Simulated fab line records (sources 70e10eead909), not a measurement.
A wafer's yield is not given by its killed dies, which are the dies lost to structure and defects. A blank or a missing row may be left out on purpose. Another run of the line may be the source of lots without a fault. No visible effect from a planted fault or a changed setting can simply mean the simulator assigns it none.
fab line records -- flow nand-harc
record lots=12, wafers=36, last-day=33
route steps=1302 shown A_STAIRCASE@678 END@1302
lots untouched by any fault: they come from a run of this same line in which no faults occurred
start-h: hours from the record's first day to the start of the lot's first wafer shown -- wait-h: hours since the lot's step before -- " as in the row above -- L1.1+2: several wafers, shown together as one row -- - no value present, or no start provided -- * or withheld: withheld -- < > ~ a bound
route shown NAME@n: NAME is a module with steps in the file, n the number in the route of the first one -- usual: mean/standard deviation of fault-free wafers -- same: alike in all rows -- chamber/n: place in a boat -- sites: the reading at each site -- _std_site: the standard deviation of these -- _edge_site: mean of outer sites minus mean of inner sites -- radius-mm: how far each site lies from the wafer's centre -- mask NAME#n: copy n -- behind: the last tool/chamber to shape the wafer -- hold: the reason the lot was held/the length of the hold in hours/how it ended -- device: the transistor (n, p or np) that didn't switch -- end of line: the tests these same wafers got at the end of their route -- step lacking rows: just its recipe -- killed: count of dies lost to structure and defects at first sort (not the wafer's yield) -- map: shows each die of a wafer: x if killed, . if not, _ if none is there
set.NAME: the run value of the setting; set.NAME@STEP: its run value at that earlier step -- model.NAME: the simulator's own value behind a step, which no gauge read
one table for each step of the route and one row for each wafer, over a sample of lots
services: the hour from which a tool's chamber was out of use, counted from the record's first day as start-h (under 0 if before that day), plus the number of hours and why
## steps
# step NHARC_A_STAIRCASE_ETCH_21
# recipe target-depth-a=1000, time-s=40.5, ion-energy-ev=400, c4f8-flow-sccm=20, o2-flow-sccm=10, ar-flow-sccm=withheld, rf-w=600, bias-w=1000, chemistry=C4F8/O2
# usual oes-product-au=0.952/0.018, rf-vpp-V=894/3.8
lot.wafer,tool,chamber,start-h,wait-h,oes-product-au,rf-hours-counter-h,rf-vpp-V
L263.2,rie-diel-04,2,-,-,0.938,7,903
L263.4,rie-diel-04,0,-,-,0.959,5,897
L263.6,rie-diel-04,3,-,-,0.947,-,895
L266.4,rie-diel-05,0,-,-,0.970,0,895
L266.6,rie-diel-05,3,-,-,0.983,-,893
L266.5,rie-diel-05,0,-,-,0.976,-,893
L265.3,rie-diel-04,3,-,-,0.951,19,893
L265.2,rie-diel-04,2,-,-,0.957,20,903
L265.5,rie-diel-04,0,-,-,0.976,-,898
L267.2,rie-diel-05,2,-,-,0.965,7,895
L267.4,rie-diel-05,3,-,-,0.967,5,891
L267.6,rie-diel-05,2,-,-,0.964,-,894
L268.4,rie-diel-05,1,-,-,0.944,13,889
L268.1,rie-diel-05,2,-,-,0.950,16,894
L268.2,rie-diel-05,0,-,-,0.924,16,892
L270.3,rie-diel-05,1,-,-,0.965,14,888
L270.1,rie-diel-05,3,-,-,0.967,16,891
L270.6,rie-diel-05,0,-,-,0.957,-,894
L272.1,rie-diel-12,3,-,-,0.929,6,889
L272.4,rie-diel-12,0,-,-,0.947,5,891
L272.3,rie-diel-12,1,-,-,0.969,6,895
L274.2,rie-diel-12,3,-,-,0.937,11,888
L274.3,rie-diel-12,0,-,-,0.965,13,891
L274.1,rie-diel-12,2,-,-,0.955,12,894
L273.3,rie-diel-04,0,-,-,0.959,38,896
L273.4,rie-diel-04,2,-,-,0.959,39,902
L273.6,rie-diel-04,0,-,-,0.958,-,896
L278.1,rie-diel-12,1,-,-,0.963,27,896
L278.3,rie-diel-12,0,-,-,0.944,26,889
L278.5,rie-diel-12,2,-,-,0.910,-,895
L277.4,rie-diel-05,1,-,-,0.932,48,889
L277.2,rie-diel-05,2,-,-,0.944,47,894
L277.6,rie-diel-05,3,-,-,0.947,-,889
L282.4,rie-diel-05,2,-,-,0.974,60,894
L282.5,rie-diel-05,3,-,-,0.967,-,892
L282.6,rie-diel-05,0,-,-,0.938,-,891
# step NHARC_A_STAIRCASE_TRIM_196
# recipe time-s=211.2, o2-flow-sccm=500, ar-flow-sccm=0, bias-w=0, chemistry=O2
# usual drypump-motor-current-A=5.81/0.25, oes-product-au=1.002/0.015, rf-vpp-V=57.6/0.89, showerhead-plenum-p-Torr=3.50/0.11, throttle-valve-pct=17.037/0.01
lot.wafer,tool,chamber,start-h,wait-h,drypump-motor-current-A,oes-product-au,rf-hours-counter-h,rf-vpp-V,showerhead-plenum-p-Torr,throttle-valve-pct
L263.4,rie-diel-04,0,382.11,0.1,5.94,1.008,6,58.4,3.56,17.026
L263.2,rie-diel-04,1,382.11,0.1,5.60,0.991,7,58.7,3.61,17.021
L263.6,rie-diel-04,2,382.11,0.1,6.25,1.000,-,58.5,3.70,17.042
L266.4,rie-diel-05,3,419.97,0.1,5.75,0.997,1,55.9,3.41,17.048
L266.6,rie-diel-05,0,419.97,0.1,5.41,0.994,-,56.3,3.45,17.039
L266.5,rie-diel-05,1,419.97,0.1,6.06,1.017,-,58.6,3.32,17.032
L265.2,rie-diel-04,2,425.68,0.1,6.26,1.011,21,58.6,3.70,17.039
L265.3,rie-diel-04,0,425.68,0.1,5.94,1.021,17,56.6,3.55,17.045
L265.5,rie-diel-04,1,425.68,0.1,5.60,0.983,-,57.6,3.61,17.036
L267.2,rie-diel-12,1,436.37,0.1,5.83,1.024,57,56.2,3.53,17.031
L267.4,rie-diel-12,2,436.37,0.1,5.81,1.005,49,58.2,3.53,17.037
L267.6,rie-diel-12,0,436.37,0.1,5.82,0.994,-,57.8,3.41,17.049
L268.2,rie-diel-04,1,460.15,0.1,5.61,1.005,27,59.7,3.60,17.036
L268.4,rie-diel-04,2,460.15,0.1,6.24,1.010,31,59.8,3.69,17.016
L268.1,rie-diel-04,3,460.15,0.1,5.51,1.012,34,58.1,3.46,17.029
L270.1,rie-diel-12,3,461.98,0.1,5.60,0.981,2,57.7,3.35,17.035
L270.3,rie-diel-12,0,461.98,0.1,5.86,1.003,2,58.0,3.40,17.031
L270.6,rie-diel-12,2,461.98,0.1,5.80,0.983,-,58.7,3.52,17.047
L272.3,rie-diel-04,3,477.76,0.1,5.53,1.004,38,58.3,3.46,17.032
L272.1,rie-diel-04,1,477.76,0.1,5.58,0.997,31,57.4,3.60,17.031
L272.4,rie-diel-04,2,477.76,0.1,6.22,1.011,35,58.2,3.69,17.024
L274.2,rie-diel-12,0,499.91,0.1,5.85,1.014,14,57.8,3.39,17.043
L274.1,rie-diel-12,1,499.91,0.1,5.81,1.017,15,57.7,3.52,17.036
L274.3,rie-diel-12,2,499.91,0.1,5.83,0.985,14,57.2,3.52,17.040
L273.4,rie-diel-04,3,500.29,0.1,5.55,1.006,43,57.0,3.46,17.043
L273.3,rie-diel-04,0,500.29,0.1,5.94,1.011,39,58.2,3.54,17.040
L273.6,rie-diel-04,0,500.29,0.1,5.91,1.010,-,57.5,3.54,17.046
L278.1,rie-diel-04,0,544.43,0.1,5.92,1.006,2,58.0,3.53,17.053
L278.3,rie-diel-04,3,544.43,0.1,5.55,1.017,2,57.9,3.45,17.053
L278.5,rie-diel-04,1,544.43,0.1,5.62,0.994,-,57.8,3.59,17.037
L277.4,rie-diel-04,1,546.29,0.1,5.61,1.002,2,56.2,3.59,17.040
L277.2,rie-diel-04,3,546.29,0.1,5.56,1.018,2,58.3,3.45,17.038
L277.6,rie-diel-04,1,546.29,0.1,5.61,1.001,-,58.2,3.59,17.046
L282.5,rie-diel-12,1,582.08,0.2,5.82,1.008,-,58.5,3.50,17.048
L282.6,rie-diel-12,2,582.08,0.2,5.79,0.985,-,58.2,3.50,17.026
L282.4,rie-diel-12,3,582.08,0.2,5.60,0.980,-,57.6,3.33,17.046
# step NHARC_A_STAIRCASE_ETCH_201
# recipe target-depth-a=1000, time-s=40.5, ion-energy-ev=400, c4f8-flow-sccm=20, o2-flow-sccm=10, ar-flow-sccm=withheld, rf-w=600, bias-w=1000, chemistry=C4F8/O2
# usual oes-product-au=0.946/0.017, rf-vpp-V=895/4
lot.wafer,tool,chamber,start-h,wait-h,oes-product-au,rf-hours-counter-h,rf-vpp-V
L263.4,rie-diel-04,2,-,-,0.959,8,903
L263.2,rie-diel-04,3,-,-,0.964,8,895
L263.6,rie-diel-04,1,-,-,0.935,-,899
L266.4,rie-diel-05,0,-,-,0.951,1,893
L266.5,rie-diel-05,3,-,-,0.943,-,892
L266.6,rie-diel-05,0,-,-,0.941,-,895
L265.2,rie-diel-04,3,-,-,0.959,21,893
L265.3,rie-diel-04,1,-,-,0.927,18,899
L265.5,rie-diel-04,3,-,-,0.958,-,893
L267.2,rie-diel-12,0,-,-,0.932,54,892
L267.4,rie-diel-12,0,-,-,0.944,-,892
L267.6,rie-diel-12,3,-,-,0.925,-,889
L268.1,rie-diel-04,2,-,-,0.953,31,902
L268.2,rie-diel-04,0,-,-,0.940,31,895
L268.4,rie-diel-04,1,-,-,0.954,28,899
L270.1,rie-diel-12,3,-,-,0.925,3,890
L270.3,rie-diel-12,1,-,-,0.977,2,895
L270.6,rie-diel-12,3,-,-,0.926,-,891
L272.4,rie-diel-04,0,-,-,0.963,34,896
L272.1,rie-diel-04,1,-,-,0.940,32,899
L272.3,rie-diel-04,2,-,-,0.947,35,902
L274.1,rie-diel-12,0,-,-,0.935,15,891
L274.2,rie-diel-12,1,-,-,0.963,16,895
L274.3,rie-diel-12,2,-,-,0.915,14,896
L273.3,rie-diel-04,2,-,-,0.962,41,902
L273.4,rie-diel-04,1,-,-,0.954,36,898
L273.6,rie-diel-04,2,-,-,0.945,-,901
L278.3,rie-diel-04,0,-,-,0.964,2,898
L278.1,rie-diel-04,1,-,-,0.939,2,898
L278.5,rie-diel-04,3,-,-,0.972,-,893
L277.2,rie-diel-04,1,-,-,0.942,2,899
L277.4,rie-diel-04,2,-,-,0.968,2,901
L277.6,rie-diel-04,2,-,-,0.960,-,901
L282.6,rie-diel-12,2,-,-,0.926,-,894
L282.5,rie-diel-12,3,-,-,0.915,-,888
L282.4,rie-diel-12,1,-,-,0.949,-,896
# step NHARC_A_STAIRCASE_ETCH_203
# recipe target-depth-a=1000, time-s=40.5, ion-energy-ev=400, c4f8-flow-sccm=20, o2-flow-sccm=10, ar-flow-sccm=withheld, rf-w=600, bias-w=1000, chemistry=C4F8/O2
# usual oes-product-au=0.947/0.015, rf-vpp-V=895/3.9
lot.wafer,tool,chamber,start-h,wait-h,oes-product-au,rf-hours-counter-h,rf-vpp-V
L263.2,rie-diel-04,1,382.99,-,0.941,7,899
L263.4,rie-diel-04,2,382.99,-,0.971,9,901
L263.6,rie-diel-04,0,382.99,-,0.958,-,897
L266.4,rie-diel-05,1,420.87,-,0.954,1,889
L266.5,rie-diel-05,2,420.87,-,0.935,-,895
L266.6,rie-diel-05,3,420.87,-,0.955,-,892
L265.3,rie-diel-04,3,426.60,-,0.949,22,891
L265.2,rie-diel-04,2,426.60,-,0.962,22,902
L265.5,rie-diel-04,0,426.60,-,0.972,-,896
L267.2,rie-diel-12,2,437.26,-,0.946,50,895
L267.4,rie-diel-12,3,437.26,-,0.922,-,889
L267.6,rie-diel-12,2,437.26,-,0.948,-,896
L268.4,rie-diel-04,3,461.19,-,0.954,35,892
L268.2,rie-diel-04,0,461.19,-,0.948,31,896
L268.1,rie-diel-04,1,461.19,-,0.945,28,899
L270.3,rie-diel-12,1,462.85,-,0.969,2,895
L270.1,rie-diel-12,3,462.85,-,0.923,3,890
L270.6,rie-diel-12,1,462.85,-,0.973,-,894
L272.4,rie-diel-04,2,478.65,-,0.954,35,902
L272.1,rie-diel-04,3,478.65,-,0.948,38,895
L272.3,rie-diel-04,0,478.65,-,0.962,35,896
L274.1,rie-diel-12,1,500.97,-,0.950,16,897
L274.3,rie-diel-12,2,500.97,-,0.923,14,898
L274.2,rie-diel-12,3,500.97,-,0.921,13,889
L273.4,rie-diel-04,2,501.18,-,0.964,41,902
L273.3,rie-diel-04,0,501.18,-,0.949,39,896
L273.6,rie-diel-04,2,501.18,-,0.961,-,902
L278.1,rie-diel-04,1,545.32,-,1.183,2,900
L278.3,rie-diel-04,2,545.32,-,1.207,2,902
L278.5,rie-diel-04,0,545.32,-,1.200,-,898
L277.2,rie-diel-04,1,547.23,-,1.197,3,897
L277.4,rie-diel-04,2,547.23,-,1.204,2,901
L277.6,rie-diel-04,1,547.23,-,1.195,-,899
L282.6,rie-diel-12,1,583.06,-,0.953,-,895
L282.5,rie-diel-12,2,583.06,-,0.933,-,895
L282.4,rie-diel-12,3,583.06,-,0.916,-,888
# step NHARC_END_SORT_01
# recipe temp-c=25
# usual killed-at-array=52/19, killed-at-other=1.0/1.2, killed-at-periphery=4.1/2.8, killed-dies=57/19, killed-open=3.1/1.7, killed-short=2.5/1.5
# same gross-dies=677
lot.wafer,tool,chamber,start-h,wait-h,killed-at-array,killed-at-other,killed-at-periphery,killed-dies,killed-open,killed-short
L278.1,prober-01,0,749.31,2.5,675,2,0,677,3,2
L278.3,prober-01,0,750.89,3.1,673,0,4,677,4,0
L278.5,prober-01,0,752.47,3.7,675,1,1,677,2,4
L277.2,prober-01,0,762.10,2.8,677,0,0,677,2,1
L277.4,prober-01,0,763.69,3.4,675,0,2,677,5,2
L277.6,prober-01,0,765.27,4.0,674,1,2,677,5,3
# killed by level:class
L278.1 A_STAIRCASE:area-etch=622 A_CHANNEL_HOLE_D1:chamber-film-flake=22 A_CHANNEL_HOLE_D2:chamber-film-flake=9 A_SLIT:chamber-film-flake=7 A_CONTACT:chamber-film-flake=6 A_WL_FILL:geometric-particle:open=2 A_ZERO_WELL:chamber-film-flake=2 THIN_TSV:chamber-film-flake=2
L278.3 A_STAIRCASE:area-etch=611 A_CHANNEL_HOLE_D1:chamber-film-flake=21 A_CHANNEL_HOLE_D2:chamber-film-flake=21 A_CONTACT:chamber-film-flake=9 A_SLIT:chamber-film-flake=3 A_ZERO_WELL:chamber-film-flake=3 A_STAIRCASE:chamber-film-flake=2 P_CONTACT:geometric-particle:open=1
L278.5 A_STAIRCASE:area-etch=608 A_CHANNEL_HOLE_D1:chamber-film-flake=18 A_CHANNEL_HOLE_D2:chamber-film-flake=16 A_CONTACT:chamber-film-flake=12 A_SLIT:chamber-film-flake=8 A_STAIRCASE:chamber-film-flake=4 A_SOURCE_PLATE:geometric-particle:short=1 A_ONON_D1:geometric-particle:short=1
L277.2 A_STAIRCASE:area-etch=651 A_SLIT:chamber-film-flake=11 A_CONTACT:chamber-film-flake=6 A_CHANNEL_HOLE_D1:chamber-film-flake=3 A_SGD_CUT:chamber-film-flake=2 A_CHANNEL_FILL_D1:geometric-particle:short=1 A_DECK1_JOINT:geometric-particle:open=1 A_CHANNEL_FILL_D2:geometric-particle:open=1
L277.4 A_STAIRCASE:area-etch=637 A_SLIT:chamber-film-flake=10 A_CONTACT:chamber-film-flake=8 A_CHANNEL_HOLE_D1:chamber-film-flake=6 A_STAIRCASE:chamber-film-flake=5 A_CHANNEL_FILL_D1:chamber-film-flake=3 P_GATE:geometric-particle:open=1 P_M0:geometric-particle:open=1
L277.6 A_STAIRCASE:area-etch=642 A_CONTACT:chamber-film-flake=9 A_CHANNEL_HOLE_D1:chamber-film-flake=8 A_SLIT:chamber-film-flake=5 A_M1:geometric-particle:open=2 P_GATE:geometric-particle:open=1 A_ONON_D1:geometric-particle:short=1 A_CHANNEL_HOLE_D1:geometric-particle:open=1
## services
tool,chamber,start-h,hours,kind
rie-diel-04,-,355.26,9.0,pm
rie-diel-04,0,355.26,9.0,vent-cycle
rie-diel-04,1,355.26,9.0,vent-cycle
rie-diel-04,2,355.26,9.1,vent-cycle
rie-diel-04,3,355.26,9.0,vent-cycle
rie-diel-04,0,364.26,-,clean
rie-diel-04,1,364.26,-,clean
rie-diel-04,3,364.26,-,clean
rie-diel-04,0,388.76,-,clean
rie-diel-04,1,388.76,-,clean
rie-diel-04,2,388.76,-,clean
rie-diel-04,3,388.76,-,clean
rie-diel-05,-,406.62,9.0,pm
rie-diel-04,0,413.27,-,clean
rie-diel-04,1,413.27,-,clean
rie-diel-04,2,413.27,-,clean
rie-diel-04,3,413.27,-,clean
rie-diel-05,1,434.90,8.5,repair
rie-diel-12,1,436.89,4.7,repair
rie-diel-04,0,437.77,-,clean
rie-diel-12,-,447.69,9.0,pm
rie-diel-05,0,488.97,8.7,repair
rie-diel-04,-,532.26,9.0,pm
rie-diel-12,0,576.81,15.6,repair
## key
first-sign step=NHARC_A_STAIRCASE_ETCH_203, reading=oes-product-au, direction=up, sigmas=16, usual=0.947, struck=1.198
effect step=NHARC_END_SORT_01, reading=killed-dies, direction=up, sigmas=33, usual=57, struck=677
more-kills-born-at NHARC_A_STAIRCASE_ETCH_203@rie-diel-04=3771
met-at NHARC_A_STAIRCASE_ETCH_203
struck-lots L277,L278
later-rows-left-out L277.2,L277.4,L277.6,L278.1,L278.3,L278.5
tester-left-out L277,L278
not-acting-at NHARC_A_STAIRCASE_ETCH_21,NHARC_A_STAIRCASE_TRIM_196,NHARC_A_STAIRCASE_ETCH_201
onset-between 501.18 545.32
fault kind=process-parameter-drift, tool=rie-diel-04, chamber=-, onset-h=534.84, steps=NHARC_A_STAIRCASE_ETCH_203, channel=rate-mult, offset=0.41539, shape=step, end-h=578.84
# tester-left-out: of these lots the tester's yield and bins aren't shown, on N5 and GAA mostly nor the transistor test; their killed dies are dies lost to structure and defects alone, not to doping, threshold or leakage, so they don't give the yield
# later-rows-left-out: the simulator's readings of these wafers behind a module that went badly wrong aren't trusted and aren't shown, but for the sort
